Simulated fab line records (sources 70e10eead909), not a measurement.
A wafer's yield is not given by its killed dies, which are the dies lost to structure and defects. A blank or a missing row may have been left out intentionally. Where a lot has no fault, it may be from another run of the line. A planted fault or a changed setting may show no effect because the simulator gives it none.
fab line records | flow nand_harc | part 2 of 2: steps 5 to 6 of 6
record: lots: 21 | wafers: 63 | last_day: 24
route steps=1159 shown A_CONTACT@876
lots with no fault: from the same line, run without faults
start_h: hours from the record's opening day to when the first of the lot's shown wafers began | wait_h: how many hours have passed since the lot's step before this one | " repeats the value in the row above | L1.1+2: several wafers, shown together as one row | - no value present, or no start provided | * or withheld: withheld | < > ~ a bound
route shown NAME@n: NAME is a module with steps in the file, n the number in the route of the first one | usual: mean and standard deviation over wafers with no fault | same: alike in all rows | chamber/n: place in a boat | sites: each site's reading | _std_site: the standard deviation of these | _edge_site: outer sites' mean less inner sites' | radius_mm: how far each site lies from the wafer's centre | mask NAME#n: copy n | behind: the most recent tool/chamber to have shaped the wafer | hold: reason for holding the lot/hours on hold/outcome of the hold | device: the transistor (n, p or np) that didn't switch | end of line: the tests these same wafers got at the end of their route | a step without rows: its recipe alone | killed: count of dies lost to structure and defects at first sort (not the wafer's yield) | map: dies across one wafer; x = killed, . = not, _ = none there
set.NAME: the setting that was run; set.NAME@STEP: the one run at that earlier step | model.NAME: the simulator's own value behind a step, which no gauge read
route steps across a sampled set of lots; one table per step, one row per wafer
services: from which hour (start_h, from the record's first day; less than 0 if before it) a tool's chamber was out of use, for how many hours, and why
== steps ==
step: NHARC_A_CONTACT_ETCH_130
recipe: source_w: withheld | pressure_mtorr: 20 | bias_v: 1200 | time_s: 155 | target_depth_a: 9560 | ar_flow_sccm: withheld | c4f8_flow_sccm: withheld | o2_flow_sccm: withheld | chemistry: C4F8/O2/Ar
usual: chamber_pressure_mTorr: 19.996/0.019
lot.wafer | tool            | chamber | start_h | wait_h | chamber_pressure_mTorr | rf_hours_counter_h
L074.2    | har_cap_etch-02 | 0       | 385.95  | 0.1    | 19.983                 | 13
L074.3    | "               | 1       | "       | "      | 19.992                 | -
L074.5    | "               | 0       | "       | "      | 19.999                 | -
L077.3    | har_cap_etch-01 | 1       | 389.79  | 0.1    | 19.975                 | -
L077.6    | "               | 0       | "       | "      | 20.031                 | -
L077.5    | "               | 1       | "       | "      | 20.015                 | -
L078.1    | har_cap_etch-02 | 1       | 390.19  | 0.1    | 19.998                 | 14
L078.4    | "               | 0       | "       | "      | 19.991                 | -
L078.5    | "               | 1       | "       | "      | 20.015                 | -
L079.4    | har_cap_etch-03 | 1       | 398.26  | 0.2    | 20.025                 | -
L079.5    | "               | 0       | "       | "      | 19.973                 | -
L079.6    | "               | 1       | "       | "      | 20.034                 | -
L076.2    | har_cap_etch-02 | 0       | 401.55  | 0.1    | 20.035                 | 18
L076.4    | "               | 1       | "       | "      | 20.018                 | -
L076.3    | "               | 0       | "       | "      | 19.979                 | -
L080.2    | har_cap_etch-01 | 1       | 407.32  | 0.1    | 20.024                 | 62
L080.4    | "               | 0       | "       | "      | 19.973                 | -
L080.5    | "               | 0       | "       | "      | 19.969                 | -
L081.2    | har_cap_etch-01 | 0       | 419.46  | 0.1    | 19.970                 | 64
L081.5    | "               | 1       | "       | "      | 19.994                 | -
L081.6    | "               | 0       | "       | "      | 19.999                 | -
L084.1    | har_cap_etch-02 | 1       | 431.98  | 0.1    | 19.992                 | 21
L084.6    | "               | 1       | "       | "      | 19.998                 | -
L084.5    | "               | 0       | "       | "      | 20.002                 | -
L082.1    | har_cap_etch-01 | 1       | 434.09  | 0.1    | 19.982                 | 66
L082.4    | "               | 1       | "       | "      | 20.017                 | -
L082.5    | "               | 1       | "       | "      | 20.015                 | -
L083.1    | har_cap_etch-02 | 0       | 439.08  | 0.1    | 19.965                 | 22
L083.3    | "               | 0       | "       | "      | 19.989                 | -
L083.5    | "               | 1       | "       | "      | 20.043                 | -
L087.1    | har_cap_etch-01 | 1       | 449.73  | 0.1    | 19.979                 | 69
L087.3    | "               | 0       | "       | "      | 19.988                 | -
L087.5    | "               | 1       | "       | "      | 19.958                 | -
L085.1    | har_cap_etch-03 | 1       | 452.02  | 0.1    | 19.998                 | 99
L085.3    | "               | 1       | "       | "      | 19.979                 | -
L085.5    | "               | 1       | "       | "      | 20.000                 | -
L086.1    | har_cap_etch-02 | 1       | 455.25  | 0.1    | 19.995                 | 26
L086.5    | "               | 0       | "       | "      | 19.976                 | -
L086.6    | "               | 1       | "       | "      | 20.006                 | -
L088.1    | har_cap_etch-01 | 1       | 457.59  | 0.1    | 20.003                 | 70
L088.4    | "               | 1       | "       | "      | 19.972                 | -
L088.5    | "               | 0       | "       | "      | 19.995                 | -
L089.4    | har_cap_etch-01 | 1       | 465.19  | 0.1    | 19.993                 | -
L089.3    | "               | 0       | "       | "      | 19.981                 | -
L089.5    | "               | 1       | "       | "      | 20.031                 | -
L090.1    | har_cap_etch-02 | 0       | 466.73  | 0.1    | 19.970                 | 29
L090.3    | "               | 1       | "       | "      | 19.962                 | -
L090.5    | "               | 0       | "       | "      | 19.991                 | -
L091.1    | har_cap_etch-03 | 1       | 472.14  | 0.1    | 20.019                 | 104
L091.3    | "               | 1       | "       | "      | 20.011                 | -
L091.6    | "               | 0       | "       | "      | 20.022                 | -
L094.1    | har_cap_etch-03 | 1       | 488.35  | 0.1    | 19.991                 | 106
L094.3    | "               | 0       | "       | "      | 20.014                 | -
L094.6    | "               | 1       | "       | "      | 20.032                 | -
L093.3    | har_cap_etch-03 | 1       | 493.23  | 0.1    | 19.987                 | -
L093.4    | "               | 0       | "       | "      | 19.980                 | -
L093.6    | "               | 0       | "       | "      | 20.004                 | -
L096.2    | har_cap_etch-01 | 0       | 500.04  | 0.1    | 20.020                 | 79
L096.1    | "               | 1       | "       | "      | 20.006                 | 79
L096.5    | "               | 1       | "       | "      | 19.974                 | -
L095.4    | har_cap_etch-03 | 0       | 502.04  | 0.1    | 19.991                 | -
L095.5    | "               | 1       | "       | "      | 19.995                 | -
L095.6    | "               | 0       | "       | "      | 19.968                 | -
step: NHARC_A_CONTACT_ETCH_91
recipe: target_depth_a: 400 | over_etch_frac: 0.5 | time_s: 85.7 | ion_energy_ev: 120 | ch3f_flow_sccm: 50 | o2_flow_sccm: 30 | ar_flow_sccm: 200 | rf_w: 500 | bias_w: 100 | chemistry: CH3F/O2
usual: chamber_pressure_mTorr: 24.998/0.022 | drypump_motor_current_A: 6.0/0.46 | oes_product_au: 0.94/0.033 | rf_vpp_V: 243.7/2 | showerhead_plenum_p_Torr: 2.41/0.12 | throttle_valve_pct: 20.662/0.0089
lot.wafer | tool        | chamber | start_h | wait_h | chamber_pressure_mTorr | drypump_motor_current_A | oes_product_au | rf_hours_counter_h | rf_vpp_V | showerhead_plenum_p_Torr | throttle_valve_pct
L074.2    | rie_diel-05 | 0       | 386.94  | 0.5    | 24.995                 | 5.8                     | 0.90           | 12                 | 243.5    | 2.30                     | 20.663
L074.3    | "           | 1       | "       | "      | 24.980                 | 6.0                     | 0.93           | 12                 | 244.0    | 2.36                     | 20.650
L074.5    | "           | 2       | "       | "      | 25.005                 | 6.4                     | 0.92           | -                  | 247.6    | 2.63                     | 20.678
L077.3    | rie_diel-05 | 1       | 390.80  | 0.5    | 24.973                 | 6.0                     | 1.01           | 14                 | 243.3    | 2.35                     | 20.652
L077.6    | "           | 0       | "       | "      | 25.005                 | 5.9                     | 0.99           | -                  | 242.3    | 2.29                     | 20.660
L077.5    | "           | 1       | "       | "      | 24.986                 | 6.0                     | 1.02           | -                  | 242.5    | 2.35                     | 20.666
L078.1    | rie_diel-08 | 2       | 391.25  | 0.6    | 24.969                 | 6.0                     | 0.92           | 31                 | 247.0    | 2.65                     | 20.669
L078.4    | "           | 3       | "       | "      | 25.023                 | 6.0                     | 0.92           | 30                 | 242.7    | 2.40                     | 20.671
L078.5    | "           | 1       | "       | "      | 25.007                 | 6.5                     | 0.93           | -                  | 242.8    | 2.30                     | 20.658
L079.5    | rie_diel-08 | 3       | 399.60  | 0.6    | 25.015                 | 6.0                     | 0.92           | -                  | 243.9    | 2.40                     | 20.661
L079.4    | "           | 0       | "       | "      | 24.992                 | 5.9                     | 0.93           | -                  | 241.4    | 2.29                     | 20.681
L079.6    | "           | 2       | "       | "      | 25.015                 | 6.0                     | 0.94           | -                  | 247.7    | 2.65                     | 20.665
L076.2    | rie_diel-12 | 0       | 402.52  | 0.5    | 24.998                 | 6.6                     | 0.92           | 4                  | 243.5    | 2.43                     | 20.657
L076.3    | "           | 1       | "       | "      | 25.006                 | 6.0                     | 0.92           | 3                  | 242.4    | 2.41                     | 20.658
L076.4    | "           | 3       | "       | "      | 25.007                 | 6.3                     | 0.93           | 3                  | 241.6    | 2.29                     | 20.664
L080.2    | rie_diel-12 | 0       | 408.32  | 0.5    | 25.028                 | 6.6                     | 0.92           | 5                  | 242.8    | 2.43                     | 20.656
L080.4    | "           | 3       | "       | "      | 24.996                 | 6.3                     | 0.92           | 4                  | 242.2    | 2.29                     | 20.664
L080.5    | "           | 1       | "       | "      | 24.980                 | 5.9                     | 0.92           | -                  | 242.2    | 2.41                     | 20.667
L081.2    | rie_diel-08 | 3       | 420.47  | 0.5    | 24.999                 | 6.0                     | 0.92           | 40                 | 243.5    | 2.40                     | 20.649
L081.5    | "           | 0       | "       | "      | 25.064                 | 5.8                     | 0.92           | -                  | 242.5    | 2.29                     | 20.662
L081.6    | "           | 1       | "       | "      | 24.991                 | 6.4                     | 0.94           | -                  | 242.6    | 2.30                     | 20.656
L084.1    | rie_diel-12 | 3       | 433.01  | 0.6    | 24.996                 | 6.3                     | 1.02           | 7                  | 243.0    | 2.29                     | 20.654
L084.5    | "           | 0       | "       | "      | 25.031                 | 6.6                     | 1.00           | -                  | 244.8    | 2.43                     | 20.668
L084.6    | "           | 1       | "       | "      | 25.023                 | 6.0                     | 1.01           | -                  | 242.7    | 2.41                     | 20.658
L082.1    | rie_diel-08 | 1       | 435.06  | 0.5    | 24.943                 | 6.5                     | 0.93           | 41                 | 243.2    | 2.30                     | 20.661
L082.4    | "           | 3       | "       | "      | 24.996                 | 6.0                     | 0.92           | 46                 | 244.0    | 2.40                     | 20.667
L082.5    | "           | 1       | "       | "      | 24.979                 | 6.5                     | 0.94           | -                  | 241.7    | 2.30                     | 20.679
L083.3    | rie_diel-05 | 3       | 440.07  | 0.4    | 24.997                 | 4.8                     | 0.91           | 33                 | 242.2    | 2.37                     | 20.641
L083.1    | "           | 2       | "       | "      | 25.005                 | 6.3                     | 0.92           | 33                 | 246.9    | 2.62                     | 20.673
L083.5    | "           | 2       | "       | "      | 25.050                 | 6.3                     | 0.92           | -                  | 247.0    | 2.62                     | 20.672
L087.3    | rie_diel-05 | 0       | 450.71  | 0.4    | 24.954                 | 5.8                     | 1.01           | 33                 | 242.0    | 2.29                     | 20.675
L087.1    | "           | 3       | "       | "      | 24.982                 | 4.8                     | 1.01           | 37                 | 243.3    | 2.37                     | 20.651
L087.5    | "           | 0       | "       | "      | 25.001                 | 5.8                     | 1.00           | -                  | 242.5    | 2.29                     | 20.667
L085.3    | rie_diel-12 | 0       | 452.98  | 0.4    | 24.956                 | 6.6                     | 0.94           | 13                 | 244.9    | 2.42                     | 20.674
L085.1    | "           | 3       | "       | "      | 24.965                 | 6.3                     | 0.95           | 12                 | 243.6    | 2.29                     | 20.661
L085.5    | "           | 3       | "       | "      | 25.016                 | 6.3                     | 0.94           | -                  | 240.8    | 2.29                     | 20.644
L086.1    | rie_diel-08 | 0       | 456.23  | 0.5    | 25.033                 | 5.8                     | 0.93           | 54                 | 242.2    | 2.29                     | 20.678
L086.5    | "           | 3       | "       | "      | 25.006                 | 6.0                     | 0.91           | -                  | 242.3    | 2.40                     | 20.665
L086.6    | "           | 0       | "       | "      | 25.008                 | 5.8                     | 0.94           | -                  | 240.5    | 2.29                     | 20.664
L088.1    | rie_diel-05 | 1       | 458.63  | 0.6    | 24.997                 | 6.0                     | 0.95           | 33                 | 242.1    | 2.35                     | 20.660
L088.4    | "           | 3       | "       | "      | 24.993                 | 4.8                     | 0.91           | -                  | 243.3    | 2.36                     | 20.656
L088.5    | "           | 1       | "       | "      | 24.965                 | 6.0                     | 0.95           | -                  | 241.9    | 2.35                     | 20.675
L089.4    | rie_diel-08 | 1       | 466.13  | 0.4    | 25.013                 | 6.5                     | 0.93           | 54                 | 242.1    | 2.29                     | 20.668
L089.3    | "           | 3       | "       | "      | 24.979                 | 6.0                     | 0.91           | 58                 | 242.6    | 2.39                     | 20.659
L089.5    | "           | 2       | "       | "      | 24.997                 | 6.0                     | 0.93           | -                  | 247.5    | 2.64                     | 20.651
L090.3    | rie_diel-12 | 1       | 467.72  | 0.4    | 24.990                 | 5.9                     | 0.93           | 13                 | 243.8    | 2.40                     | 20.655
L090.1    | "           | 3       | "       | "      | 24.997                 | 6.3                     | 0.94           | 16                 | 242.2    | 2.29                     | 20.665
L090.5    | "           | 1       | "       | "      | 24.983                 | 6.0                     | 0.94           | -                  | 244.3    | 2.40                     | 20.673
L091.3    | rie_diel-08 | 2       | 473.13  | 0.4    | 25.005                 | 6.0                     | 0.93           | 63                 | 247.2    | 2.63                     | 20.669
L091.1    | "           | 0       | "       | "      | 24.985                 | 5.9                     | 0.92           | 63                 | 240.7    | 2.28                     | 20.650
L091.6    | "           | 1       | "       | "      | 25.025                 | 6.5                     | 0.94           | -                  | 240.9    | 2.29                     | 20.651
L094.1    | rie_diel-12 | 3       | 489.31  | 0.5    | 25.011                 | 6.3                     | 0.94           | 19                 | 241.5    | 2.28                     | 20.661
L094.3    | "           | 2       | "       | "      | 25.006                 | 5.4                     | 0.91           | 18                 | 243.9    | 2.46                     | 20.644
L094.6    | "           | 3       | "       | "      | 24.967                 | 6.3                     | 0.93           | -                  | 243.6    | 2.28                     | 20.672
L093.3    | rie_diel-08 | 2       | 494.22  | 0.5    | 25.020                 | 6.0                     | 1.00           | 2                  | 245.6    | 2.63                     | 20.668
L093.4    | "           | 3       | "       | "      | 25.008                 | 6.0                     | 1.00           | 2                  | 242.7    | 2.39                     | 20.677
L093.6    | "           | 1       | "       | "      | 24.966                 | 6.5                     | 0.99           | -                  | 243.7    | 2.29                     | 20.677
L096.2    | rie_diel-12 | 3       | 501.06  | 0.6    | 25.028                 | 6.3                     | 0.91           | 23                 | 242.1    | 2.28                     | 20.657
L096.1    | "           | 0       | "       | "      | 25.072                 | 6.6                     | 0.91           | 22                 | 243.4    | 2.42                     | 20.655
L096.5    | "           | 2       | "       | "      | 24.981                 | 5.4                     | 0.90           | -                  | 245.1    | 2.45                     | 20.663
L095.4    | rie_diel-08 | 3       | 502.99  | 0.4    | 24.967                 | 6.0                     | 0.99           | 6                  | 244.0    | 2.39                     | 20.667
L095.5    | "           | 1       | "       | "      | 25.007                 | 6.5                     | 1.00           | -                  | 241.8    | 2.29                     | 20.659
L095.6    | "           | 2       | "       | "      | 24.999                 | 6.1                     | 1.00           | -                  | 246.2    | 2.63                     | 20.660
== services ==
tool        | chamber | start_h | hours | kind
rie_diel-12 | 0       | 358.79  | -     | clean
rie_diel-12 | 1       | 358.79  | -     | clean
rie_diel-12 | 2       | 358.79  | -     | clean
rie_diel-12 | 3       | 358.79  | -     | clean
rie_diel-12 | 3       | 367.26  | 4.9   | repair
rie_diel-12 | -       | 379.64  | 9.0   | pm
rie_diel-12 | 0       | 379.64  | 9.0   | vent_cycle
rie_diel-12 | 1       | 379.64  | 9.0   | vent_cycle
rie_diel-12 | 2       | 379.64  | 12.6  | vent_cycle
rie_diel-12 | 3       | 379.64  | 9.0   | vent_cycle
rie_diel-12 | 0       | 388.64  | -     | clean
rie_diel-12 | 1       | 388.64  | -     | clean
rie_diel-12 | 3       | 388.64  | -     | clean
rie_diel-08 | 1       | 393.69  | 15.0  | repair
rie_diel-12 | 0       | 413.14  | -     | clean
rie_diel-12 | 1       | 413.14  | -     | clean
rie_diel-12 | 2       | 413.14  | -     | clean
rie_diel-12 | 3       | 413.14  | -     | clean
rie_diel-05 | 1       | 439.54  | 9.8   | repair
rie_diel-12 | 1       | 441.76  | 11.6  | repair
rie_diel-05 | 0       | 452.51  | 7.6   | repair
rie_diel-05 | -       | 452.60  | 2.0   | repair
rie_diel-12 | 0       | 478.21  | 5.0   | repair
rie_diel-08 | -       | 479.57  | 9.0   | pm
